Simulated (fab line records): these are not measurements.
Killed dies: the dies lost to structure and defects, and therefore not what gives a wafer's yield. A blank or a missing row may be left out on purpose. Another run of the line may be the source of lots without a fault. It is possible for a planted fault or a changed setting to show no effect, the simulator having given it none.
Check for tools in common ; flow n5Finfet ; Lots sampled 9, wafers sampled 27

== WHY THIS WAS OPENED ==
Flagged at N5_DUMMY_GATE_CD_MEAS_15: reading cdNm, on 2 of 9 lots. Wafers without a fault read 25.05 nm, standard deviation 0.24.
Rule: a lot is flagged in two cases, either no wafer of it has a number, or all its wafers with numbers fall more than 4 standard deviations from that mean. The other lots count as sound.

lot;measured;on;cdNm (nm), wafer by wafer;flag
L248;day 3 07:12;cdSem-02;25.16 24.92 25.45;
L251;day 4 00:14;cdSem-03;24.79 24.87 25.28;
L253;day 4 08:58;cdSem-01;24.80 24.61 25.08;
L254;day 4 18:04;cdSem-01;25.14 24.64 25.25;
L255;day 4 21:02;cdSem-03;25.11 24.84 24.73;
L256;day 5 03:32;cdSem-03;25.00 24.88 24.84;
L261;day 6 13:46;cdSem-01;27.11 27.10 27.39;FLAGGED
L263;day 6 21:47;cdSem-03;25.00 25.30 25.45;
L265;day 7 09:01;cdSem-01;26.92 27.11 26.75;FLAGGED
The mean of the flagged lots' numbers is 27.06 nm, +2.01 nm from the usual (+8 standard deviations).

== WHICH TOOL RAN EACH LOT ==
Before the reading, the record contains 2 process steps out of a 1938-step route. Every cell lists first the tool, next ch and the chambers used by the sampled wafers, and last the start.
lot;flag;N5_STI_FIN_REVEAL_RECESS_09;N5_DUMMY_GATE_EXPOSE_12
L248;;vaporEtch-02 ch 0,1, day 2 16:01;euvScanner-02 ch 0, day 3 07:05
L251;;vaporEtch-01 ch 0,1, day 3 10:24;euvScanner-01 ch 0, day 4 00:06
L253;;vaporEtch-02 ch 0,1, day 3 22:13;euvScanner-01 ch 0, day 4 08:51
L254;;vaporEtch-02 ch 0,1, day 4 04:42;euvScanner-02 ch 0, day 4 17:56
L255;;vaporEtch-02 ch 0,1, day 4 09:58;euvScanner-02 ch 0, day 4 20:55
L256;;vaporEtch-02 ch 1, day 4 16:16;euvScanner-02 ch 0, day 5 03:24
L261;FLAGGED;vaporEtch-01 ch 0,1, day 6 02:20;euvScanner-02 ch 0, day 6 13:38
L263;;vaporEtch-02 ch 0,1, day 6 10:32;euvScanner-01 ch 0, day 6 21:40
L265;FLAGGED;vaporEtch-01 ch 0,1, day 6 21:33;euvScanner-02 ch 0, day 7 08:54
What these steps do:
- N5_STI_FIN_REVEAL_RECESS_09: chemistry HF/NH3, target SiO2, afs cycles 11, target depth 42.5 nm, sublimation time 60 s.
- N5_DUMMY_GATE_EXPOSE_12: exposes mask GATE, target cd 25 nm.
- N5_DUMMY_GATE_CD_MEAS_15: target cd 25.8 nm.

== FLAGGED OVER TOTAL, TOOL BY TOOL (the gauges that took the reading come last) ==
step;tool;lots run;flagged;share of the flagged lots;sound lots run after its first flagged lot
N5_STI_FIN_REVEAL_RECESS_09;vaporEtch-01;3;2;all;0
N5_STI_FIN_REVEAL_RECESS_09;vaporEtch-02;6;0;none;-
N5_DUMMY_GATE_EXPOSE_12;euvScanner-01;3;0;none;-
N5_DUMMY_GATE_EXPOSE_12;euvScanner-02;6;2;all;0
N5_DUMMY_GATE_CD_MEAS_15;cdSem-01;4;2;all;0
N5_DUMMY_GATE_CD_MEAS_15;cdSem-02;1;0;none;-
N5_DUMMY_GATE_CD_MEAS_15;cdSem-03;4;0;none;-

== WHAT IS ALLOWED BY THE TABLE ==
Rows of the table that ran every flagged lot, 3 in all: vaporEtch-01 at N5_STI_FIN_REVEAL_RECESS_09, euvScanner-02 at N5_DUMMY_GATE_EXPOSE_12, cdSem-01 at N5_DUMMY_GATE_CD_MEAS_15.
- vaporEtch-01 at N5_STI_FIN_REVEAL_RECESS_09 ran 3 lots, 2 of them flagged. A fault beginning between L251 (day 3 10:24), its last sound lot, and L261 (day 6 02:20), its first flagged one, fits the data.
- euvScanner-02 at N5_DUMMY_GATE_EXPOSE_12 ran 6 lots, 2 of them flagged. A fault beginning between L256 (day 5 03:24), its last sound lot, and L261 (day 6 13:38), its first flagged one, fits the data. Its own readings (exposureDoseMJCm2) fall more than 4 standard deviations out on all wafers of the flagged lots.
- cdSem-01 at N5_DUMMY_GATE_CD_MEAS_15 ran 4 lots, 2 of them flagged. A fault beginning between L254 (day 4 18:04), its last sound lot, and L261 (day 6 13:46), its first flagged one, fits the data.
Counting lots can't tell these 3 tools apart, because each fits a fault that began at some hour. More lots, or a look at what each step does to the wafer, might.

== WHAT THE SIMULATOR PUT IN ==
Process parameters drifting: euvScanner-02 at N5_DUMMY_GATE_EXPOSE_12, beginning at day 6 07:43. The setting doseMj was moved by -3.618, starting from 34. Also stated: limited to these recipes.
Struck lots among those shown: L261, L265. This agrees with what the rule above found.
